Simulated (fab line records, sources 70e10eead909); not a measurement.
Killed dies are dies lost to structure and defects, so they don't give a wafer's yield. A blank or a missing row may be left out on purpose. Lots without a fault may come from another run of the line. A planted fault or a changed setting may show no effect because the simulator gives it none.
Which tool did it? | flow nand_harc | 24 lots, 72 wafers sampled, at 6 steps of a route of 1159

WHAT THE GAUGES READ, wafer by wafer
The record holds no reading of a measuring or inspecting step that can be judged against a usual standard deviation.

WHICH TOOL RAN EACH LOT (tool, then ch and the chambers of the sampled wafers, then the start)
lot  | NHARC_A_STAIRCASE_ETCH_15                     | NHARC_A_STAIRCASE_TRIM_198                    | NHARC_A_STAIRCASE_ETCH_221                    | NHARC_A_STAIRCASE_ETCH_223                  | NHARC_A_STAIRCASE_TRIM_226                  | NHARC_A_STAIRCASE_ETCH_230
L074 | rie_diel-07 ch 0,1,2, no start                | rie_diel-07 ch 0,1,3, no start                | rie_diel-07 ch 1,2,3, no start                | rie_diel-07 ch 0,1,3, no start              | rie_diel-07 ch 0,2,3, no start              | rie_diel-07 ch 1,2,3, no start
L075 | rie_diel-07 ch 0,1, no start                  | rie_diel-06 ch 2,3, no start                  | rie_diel-07 ch 1,2, no start                  | rie_diel-07 ch 1,3, no start                | rie_diel-07 ch 0,3, no start                | rie_diel-07 ch 0,1,3, no start
L077 | rie_diel-07 ch 0,2,3, no start                | rie_diel-07 ch 0,1,2, no start                | rie_diel-06 ch 2,3, no start                  | rie_diel-06 ch 0,1,2, no start              | rie_diel-06 ch 1,2, no start                | rie_diel-07 ch 1,2, no start
L076 | rie_diel-06 ch 0,1,3, no start                | rie_diel-06 ch 0,3, no start                  | rie_diel-09 ch 0,1, no start                  | rie_diel-09 ch 0,2, no start                | rie_diel-09 ch 1,2,3, no start              | rie_diel-06 ch 1,2, no start
L079 | rie_diel-07 ch 1,2, no start                  | rie_diel-06 ch 0,1,3, no start                | rie_diel-07 ch 0,1,3, no start                | rie_diel-07 ch 0,3, no start                | rie_diel-07 ch 0,1,2, no start              | rie_diel-07 ch 1,2, no start
L078 | rie_diel-06 ch 0,3, no start                  | rie_diel-07 ch 0,1, no start                  | rie_diel-09 ch 1,3, no start                  | rie_diel-09 ch 1,3, no start                | rie_diel-09 ch 0,1,2, no start              | rie_diel-07 ch 1,2, no start
L080 | rie_diel-07 ch 0,2, no start                  | rie_diel-07 ch 0,1,3, no start                | rie_diel-07 ch 0,2, no start                  | rie_diel-07 ch 0,1,2, no start              | rie_diel-07 ch 1,2, no start                | rie_diel-09 ch 0,3, no start
L081 | rie_diel-07 ch 0,1,2, no start                | rie_diel-07 ch 0,1,2, no start                | rie_diel-09 ch 0,2,3, no start                | rie_diel-09 ch 2,3, no start                | rie_diel-09 ch 2,3, no start                | rie_diel-06 ch 0,1,3, no start
L083 | rie_diel-09 ch 0,1,3, day 12 22:29 or earlier | rie_diel-06 ch 1,2,3, day 12 22:29 or earlier | rie_diel-06 ch 0,1,3, day 12 22:29 or earlier | rie_diel-06 ch 0,1, day 12 22:29 or earlier | rie_diel-06 ch 0,2, day 12 22:29 or earlier | rie_diel-09 ch 0,3, day 12 22:29
L082 | rie_diel-09 ch 0,2, no start                  | rie_diel-07 ch 1,2,3, no start                | rie_diel-09 ch 0,1,3, no start                | rie_diel-09 ch 1,3, no start                | rie_diel-09 ch 0,1,3, no start              | rie_diel-07 ch 0,2,3, no start
L085 | rie_diel-06 ch 0,1, no start                  | rie_diel-07 ch 0,1, no start                  | rie_diel-06 ch 0,1,2, no start                | rie_diel-06 ch 0,1,2, no start              | rie_diel-06 ch 0,2, no start                | rie_diel-07 ch 1,2, no start
L084 | rie_diel-09 ch 0,2,3, no start                | rie_diel-09 ch 0,1,3, no start                | rie_diel-06 ch 0,2, no start                  | rie_diel-06 ch 0,1, no start                | rie_diel-06 ch 0,1, no start                | rie_diel-06 ch 0,2, no start
L086 | rie_diel-09 ch 0,3, no start                  | rie_diel-09 ch 2,3, no start                  | rie_diel-06 ch 2,3, no start                  | rie_diel-06 ch 0,2,3, no start              | rie_diel-06 ch 2,3, no start                | rie_diel-06 ch 0,1, no start
L087 | rie_diel-09 ch 0,1, no start                  | rie_diel-06 ch 1,2,3, no start                | rie_diel-09 ch 1,2,3, no start                | rie_diel-09 ch 0,1,3, no start              | rie_diel-09 ch 0,3, no start                | rie_diel-07 ch 0,3, no start
L089 | rie_diel-07 ch 1,2,3, no start                | rie_diel-09 ch 0,1,3, no start                | rie_diel-06 ch 1,2, no start                  | rie_diel-06 ch 1,3, no start                | rie_diel-06 ch 1,2, no start                | rie_diel-06 ch 1,3, no start
L090 | rie_diel-06 ch 1,2, no start                  | rie_diel-06 ch 1,2, no start                  | rie_diel-09 ch 0,1,2, no start                | rie_diel-09 ch 0,2, no start                | rie_diel-09 ch 0,1, no start                | rie_diel-07 ch 0,1,3, no start
L088 | rie_diel-07 ch 2,3, no start                  | rie_diel-07 ch 0,3, no start                  | rie_diel-06 ch 1,2,3, no start                | rie_diel-06 ch 1,3, no start                | rie_diel-06 ch 1,2,3, no start              | rie_diel-06 ch 1,2,3, no start
L091 | rie_diel-06 ch 1,2,3, no start                | rie_diel-06 ch 2,3, no start                  | rie_diel-06 ch 1,2,3, no start                | rie_diel-06 ch 1,2, no start                | rie_diel-06 ch 1,2, no start                | rie_diel-09 ch 0,1, no start
L093 | rie_diel-09 ch 0,1,3, no start                | rie_diel-09 ch 1,2, no start                  | rie_diel-06 ch 1,2,3, no start                | rie_diel-06 ch 2,3, no start                | rie_diel-06 ch 1,2, no start                | rie_diel-07 ch 0,1, no start
L092 | rie_diel-06 ch 1,2,3, no start                | rie_diel-09 ch 0,1,3, no start                | rie_diel-07 ch 1,2,3, no start                | rie_diel-07 ch 1,2,3, no start              | rie_diel-07 ch 0,2, no start                | rie_diel-07 ch 0,1, no start
L095 | rie_diel-07 ch 0,1, no start                  | rie_diel-06 ch 2,3, no start                  | rie_diel-09 ch 0,2, no start                  | rie_diel-09 ch 0,2, no start                | rie_diel-09 ch 0,2, no start                | rie_diel-07 ch 0,1, no start
L094 | rie_diel-07 ch 0,1,3, no start                | rie_diel-09 ch 0,1,3, no start                | rie_diel-07 ch 1,2,3, no start                | rie_diel-07 ch 0,2,3, no start              | rie_diel-07 ch 1,2,3, no start              | rie_diel-07 ch 0,2,3, no start
L096 | rie_diel-06 ch 2,3, no start                  | rie_diel-07 ch 0,3, no start                  | rie_diel-09 ch 0,1,2, no start                | rie_diel-09 ch 0,2, no start                | rie_diel-09 ch 0,1,2, no start              | rie_diel-09 ch 0,1, no start
L097 | rie_diel-06 ch 1,3, no start                  | rie_diel-07 ch 0,1, no start                  | rie_diel-06 ch 0,1,3, no start                | rie_diel-06 ch 0,3, no start                | rie_diel-06 ch 0,3, no start                | rie_diel-09 ch 1,3, no start
- NHARC_A_STAIRCASE_ETCH_15: etches the open film in C4F8/O2, target depth 100 nm, time 40.5 s.
- NHARC_A_STAIRCASE_TRIM_198: chemistry O2, time 211.2 s.
- NHARC_A_STAIRCASE_ETCH_221: etches the open film in C4F8/O2, target depth 100 nm, time 40.5 s.
- NHARC_A_STAIRCASE_ETCH_223: etches the open film in C4F8/O2, target depth 100 nm, time 40.5 s.
- NHARC_A_STAIRCASE_TRIM_226: chemistry O2, time 211.2 s.
- NHARC_A_STAIRCASE_ETCH_230: etches the open film in C4F8/O2, target depth 100 nm, time 40.5 s.

WHAT THE TOOLS THEMSELVES READ (means of the sampled wafers that have a number; where no wafer has one, the mark that the record gives instead)
NHARC_A_STAIRCASE_ETCH_15. Usual: oes_product_au 0.945 a.u., standard deviation 0.0093; rf_vpp_V 895 V, standard deviation 4.4.
lot  | tool        | oes_product_au (a.u.) | rf_vpp_V (V) | flag
L074 | rie_diel-07 | 0.947                 | 894          |
L075 | rie_diel-07 | 0.951                 | 890          |
L077 | rie_diel-07 | 0.950                 | 897          |
L076 | rie_diel-06 | 0.941                 | 893          |
L079 | rie_diel-07 | 0.959                 | 893          |
L078 | rie_diel-06 | 0.949                 | 891          |
L080 | rie_diel-07 | 0.944                 | 898          |
L081 | rie_diel-07 | 0.946                 | 893          |
L083 | rie_diel-09 | 0.949                 | 897          |
L082 | rie_diel-09 | 0.940                 | 897          |
L085 | rie_diel-06 | 0.939                 | 891          |
L084 | rie_diel-09 | 0.939                 | 897          |
L086 | rie_diel-09 | 0.934                 | 898          |
L087 | rie_diel-09 | 0.939                 | 895          |
L089 | rie_diel-07 | 0.952                 | 895          |
L090 | rie_diel-06 | 0.942                 | 895          |
L088 | rie_diel-07 | 0.956                 | 899          |
L091 | rie_diel-06 | 0.950                 | 896          |
L093 | rie_diel-09 | 0.942                 | 897          |
L092 | rie_diel-06 | 0.945                 | 896          |
L095 | rie_diel-07 | 0.948                 | 889          |
L094 | rie_diel-07 | 0.943                 | 893          |
L096 | rie_diel-06 | 0.957                 | 898          |
L097 | rie_diel-06 | 0.928                 | 894          |

NHARC_A_STAIRCASE_TRIM_198. Usual: drypump_motor_current_A 5.9 A, standard deviation 0.51; mfc_ar_sccm 0.007 sccm, standard deviation 0.012; oes_product_au 1.002 a.u., standard deviation 0.0089; rf_vpp_V 57.7 V, standard deviation 0.93; showerhead_plenum_p_Torr 3.50 Torr, standard deviation 0.11; throttle_valve_pct 17.036 %, standard deviation 0.0088.
lot  | tool        | drypump_motor_current_A (A) | mfc_ar_sccm (sccm) | oes_product_au (a.u.) | rf_vpp_V (V) | showerhead_plenum_p_Torr (Torr) | throttle_valve_pct (%) | flag
L074 | rie_diel-07 | 6.2                         | 0.011              | 1.003                 | 57.4         | 3.45                            | 17.037                 |
L075 | rie_diel-06 | 5.7                         | 0.000              | 1.001                 | 57.6         | 3.59                            | 17.025                 |
L077 | rie_diel-07 | 6.0                         | 0.011              | 1.010                 | 58.0         | 3.47                            | 17.033                 |
L076 | rie_diel-06 | 5.9                         | 0.001              | 1.004                 | 57.5         | 3.49                            | 17.032                 |
L079 | rie_diel-06 | 5.9                         | 0.001              | 0.995                 | 57.7         | 3.44                            | 17.028                 |
L078 | rie_diel-07 | 6.3                         | 0.021              | 1.002                 | 58.0         | 3.38                            | 17.037                 |
L080 | rie_diel-07 | 6.3                         | 0.011              | 1.008                 | 57.4         | 3.45                            | 17.036                 |
L081 | rie_diel-07 | 6.1                         | 0.011              | 1.012                 | 57.3         | 3.46                            | 17.039                 |
L083 | rie_diel-06 | 5.7                         | 0.000              | 0.997                 | 56.8         | 3.54                            | 17.039                 |
L082 | rie_diel-07 | 5.9                         | 0.000              | 1.009                 | 58.3         | 3.53                            | 17.035                 |
L085 | rie_diel-07 | 6.3                         | 0.021              | 1.007                 | 57.6         | 3.37                            | 17.037                 |
L084 | rie_diel-09 | 5.7                         | 0.013              | 0.994                 | 58.2         | 3.56                            | 17.041                 |
L086 | rie_diel-09 | 6.3                         | 0.003              | 0.998                 | 58.1         | 3.59                            | 17.033                 |
L087 | rie_diel-06 | 5.7                         | 0.000              | 0.998                 | 57.7         | 3.53                            | 17.039                 |
L089 | rie_diel-09 | 5.6                         | 0.013              | 1.007                 | 57.3         | 3.55                            | 17.034                 |
L090 | rie_diel-06 | 5.7                         | 0.000              | 1.004                 | 57.8         | 3.48                            | 17.035                 |
L088 | rie_diel-07 | 6.4                         | 0.011              | 0.998                 | 58.3         | 3.52                            | 17.043                 |
L091 | rie_diel-06 | 5.4                         | 0.000              | 1.008                 | 57.9         | 3.58                            | 17.036                 |
L093 | rie_diel-09 | 6.0                         | 0.010              | 0.998                 | 58.9         | 3.59                            | 17.035                 |
L092 | rie_diel-09 | 5.6                         | 0.013              | 0.986                 | 58.2         | 3.55                            | 17.032                 |
L095 | rie_diel-06 | 5.4                         | 0.000              | 1.002                 | 57.3         | 3.58                            | 17.031                 |
L094 | rie_diel-09 | 5.6                         | 0.013              | 0.997                 | 57.6         | 3.55                            | 17.031                 |
L096 | rie_diel-07 | 6.5                         | 0.021              | 1.005                 | 56.9         | 3.45                            | 17.039                 |
L097 | rie_diel-07 | 6.1                         | 0.011              | 1.003                 | 56.9         | 3.33                            | 17.036                 |

NHARC_A_STAIRCASE_ETCH_221. Usual: oes_product_au 0.937 a.u., standard deviation 0.011; rf_vpp_V 896 V, standard deviation 4.
lot  | tool        | oes_product_au (a.u.) | rf_vpp_V (V) | flag
L074 | rie_diel-07 | 0.945                 | 897          |
L075 | rie_diel-07 | 0.931                 | 898          |
L077 | rie_diel-06 | 0.933                 | 899          |
L076 | rie_diel-09 | 0.936                 | 898          |
L079 | rie_diel-07 | 0.929                 | 892          |
L078 | rie_diel-09 | 0.949                 | 899          |
L080 | rie_diel-07 | 0.938                 | 895          |
L081 | rie_diel-09 | 0.928                 | 897          |
L083 | rie_diel-06 | 0.940                 | 893          |
L082 | rie_diel-09 | 0.937                 | 896          |
L085 | rie_diel-06 | 0.927                 | 893          |
L084 | rie_diel-06 | 0.931                 | 892          |
L086 | rie_diel-06 | 0.950                 | 898          |
L087 | rie_diel-09 | 0.939                 | 899          |
L089 | rie_diel-06 | 0.939                 | 894          |
L090 | rie_diel-09 | 0.953                 | 897          |
L088 | rie_diel-06 | 0.930                 | 895          |
L091 | rie_diel-06 | 0.942                 | 897          |
L093 | rie_diel-06 | 0.933                 | 896          |
L092 | rie_diel-07 | 0.957                 | 896          |
L095 | rie_diel-09 | 0.923                 | 897          |
L094 | rie_diel-07 | 0.933                 | 896          |
L096 | rie_diel-09 | 0.928                 | 897          |
L097 | rie_diel-06 | 0.953                 | 892          |

NHARC_A_STAIRCASE_ETCH_223. Usual: oes_product_au 0.938 a.u., standard deviation 0.0097; rf_vpp_V 895 V, standard deviation 4.1.
lot  | tool        | oes_product_au (a.u.) | rf_vpp_V (V) | flag
L074 | rie_diel-07 | 0.936                 | 892          |
L075 | rie_diel-07 | 0.943                 | 896          |
L077 | rie_diel-06 | 0.922                 | 892          |
L076 | rie_diel-09 | 0.939                 | 897          |
L079 | rie_diel-07 | 0.942                 | 896          |
L078 | rie_diel-09 | 0.935                 | 898          |
L080 | rie_diel-07 | 0.943                 | 894          |
L081 | rie_diel-09 | 0.940                 | 898          |
L083 | rie_diel-06 | 0.948                 | 891          |
L082 | rie_diel-09 | 0.923                 | 898          |
L085 | rie_diel-06 | 0.941                 | 893          |
L084 | rie_diel-06 | 0.934                 | 889          |
L086 | rie_diel-06 | 0.953                 | 894          |
L087 | rie_diel-09 | 0.924                 | 897          |
L089 | rie_diel-06 | 0.937                 | 894          |
L090 | rie_diel-09 | 0.936                 | 896          |
L088 | rie_diel-06 | 0.925                 | 894          |
L091 | rie_diel-06 | 0.938                 | 894          |
L093 | rie_diel-06 | 0.948                 | 897          |
L092 | rie_diel-07 | 0.959                 | 896          |
L095 | rie_diel-09 | 0.937                 | 896          |
L094 | rie_diel-07 | 0.937                 | 896          |
L096 | rie_diel-09 | 0.932                 | 897          |
L097 | rie_diel-06 | 0.957                 | 894          |

NHARC_A_STAIRCASE_TRIM_226. Usual: drypump_motor_current_A 5.8 A, standard deviation 0.52; mfc_ar_sccm 0.005 sccm, standard deviation 0.011; oes_product_au 1.001 a.u., standard deviation 0.0072; rf_vpp_V 57.8 V, standard deviation 0.94; showerhead_plenum_p_Torr 3.51 Torr, standard deviation 0.11; throttle_valve_pct 17.038 %, standard deviation 0.0088.
lot  | tool        | drypump_motor_current_A (A) | mfc_ar_sccm (sccm) | oes_product_au (a.u.) | rf_vpp_V (V) | showerhead_plenum_p_Torr (Torr) | throttle_valve_pct (%) | flag
L074 | rie_diel-07 | 6.3                         | 0.011              | 1.001                 | 57.7         | 3.56                            | 17.024                 |
L075 | rie_diel-07 | 6.5                         | 0.021              | 1.003                 | 57.3         | 3.47                            | 17.034                 |
L077 | rie_diel-06 | 5.4                         | 0.000              | 1.001                 | 58.3         | 3.55                            | 17.038                 |
L076 | rie_diel-09 | 6.1                         | 0.013              | 1.001                 | 57.6         | 3.59                            | 17.043                 |
L079 | rie_diel-07 | 6.0                         | 0.011              | 1.006                 | 57.6         | 3.47                            | 17.035                 |
L078 | rie_diel-09 | 5.6                         | 0.010              | 1.006                 | 57.7         | 3.57                            | 17.042                 |
L080 | rie_diel-07 | 5.8                         | 0.000              | 1.002                 | 58.4         | 3.56                            | 17.043                 |
L081 | rie_diel-09 | 6.3                         | 0.006              | 1.000                 | 58.1         | 3.59                            | 17.034                 |
L083 | rie_diel-06 | 5.4                         | 0.002              | 1.004                 | 56.8         | 3.40                            | 17.044                 |
L082 | rie_diel-09 | 5.6                         | 0.013              | 0.999                 | 57.6         | 3.56                            | 17.049                 |
L085 | rie_diel-06 | 5.4                         | 0.002              | 0.999                 | 58.0         | 3.39                            | 17.034                 |
L084 | rie_diel-06 | 5.9                         | 0.001              | 0.997                 | 57.7         | 3.38                            | 17.036                 |
L086 | rie_diel-06 | 5.4                         | 0.000              | 1.006                 | 58.6         | 3.59                            | 17.035                 |
L087 | rie_diel-09 | 5.3                         | 0.003              | 0.997                 | 57.7         | 3.53                            | 17.037                 |
L089 | rie_diel-06 | 5.3                         | 0.000              | 0.998                 | 57.6         | 3.54                            | 17.042                 |
L090 | rie_diel-09 | 5.5                         | 0.019              | 1.002                 | 58.5         | 3.55                            | 17.035                 |
L088 | rie_diel-06 | 5.7                         | 0.000              | 0.999                 | 57.7         | 3.52                            | 17.040                 |
L091 | rie_diel-06 | 5.3                         | 0.000              | 0.995                 | 58.1         | 3.53                            | 17.043                 |
L093 | rie_diel-06 | 5.4                         | 0.000              | 1.004                 | 57.7         | 3.53                            | 17.041                 |
L092 | rie_diel-07 | 6.1                         | 0.011              | 0.999                 | 58.6         | 3.57                            | 17.031                 |
L095 | rie_diel-09 | 5.7                         | 0.000              | 1.005                 | 58.1         | 3.55                            | 17.036                 |
L094 | rie_diel-07 | 6.0                         | 0.000              | 1.008                 | 58.5         | 3.52                            | 17.032                 |
L096 | rie_diel-09 | 5.6                         | 0.010              | 0.999                 | 58.3         | 3.55                            | 17.039                 |
L097 | rie_diel-06 | 5.8                         | 0.002              | 0.999                 | 57.5         | 3.38                            | 17.042                 |

NHARC_A_STAIRCASE_ETCH_230. Usual: oes_product_au 0.948 a.u., standard deviation 0.016; rf_vpp_V 895 V, standard deviation 4.7.
lot  | tool        | oes_product_au (a.u.) | rf_vpp_V (V) | flag
L074 | rie_diel-07 | 0.947                 | 896          |
L075 | rie_diel-07 | 0.942                 | 893          |
L077 | rie_diel-07 | 0.926                 | 894          |
L076 | rie_diel-06 | 0.938                 | 897          |
L079 | rie_diel-07 | 0.942                 | 896          |
L078 | rie_diel-07 | 0.941                 | 898          |
L080 | rie_diel-09 | 0.974                 | 897          |
L081 | rie_diel-06 | 0.957                 | 892          |
L083 | rie_diel-09 | 0.951                 | 896          |
L082 | rie_diel-07 | 0.957                 | 897          |
L085 | rie_diel-07 | 0.976                 | 893          |
L084 | rie_diel-06 | 0.953                 | 895          |
L086 | rie_diel-06 | 0.940                 | 889          |
L087 | rie_diel-07 | 0.969                 | 896          |
L089 | rie_diel-06 | 0.938                 | 894          |
L090 | rie_diel-07 | 0.959                 | 893          |
L088 | rie_diel-06 | 0.931                 | 896          |
L091 | rie_diel-09 | 0.954                 | 897          |
L093 | rie_diel-07 | 0.954                 | 889          |
L092 | rie_diel-07 | 0.945                 | 889          |
L095 | rie_diel-07 | 0.933                 | 889          |
L094 | rie_diel-07 | 0.951                 | 897          |
L096 | rie_diel-09 | 0.929                 | 897          |
L097 | rie_diel-09 | 0.921                 | 897          |

THE ANSWER, worked out from the rows above alone
Rule: a lot is off if the mean of its wafers that have a number lies more than 3 standard deviations from the usual mean. A lot without any number at a reading at which 4 lots or more have one is off too. The other lots that the step has rows for count as sound. The gauges are gone through in route order, then the tools' own readings, and for those a lot's mean is taken as printed above. The first step at which some lot is off is used, and at that step the reading that is off furthest; a lot without a number counts as furthest.
No lot is off at any reading shown: from this, nothing can be told.

WHAT THE SIMULATOR HAD PUT IN
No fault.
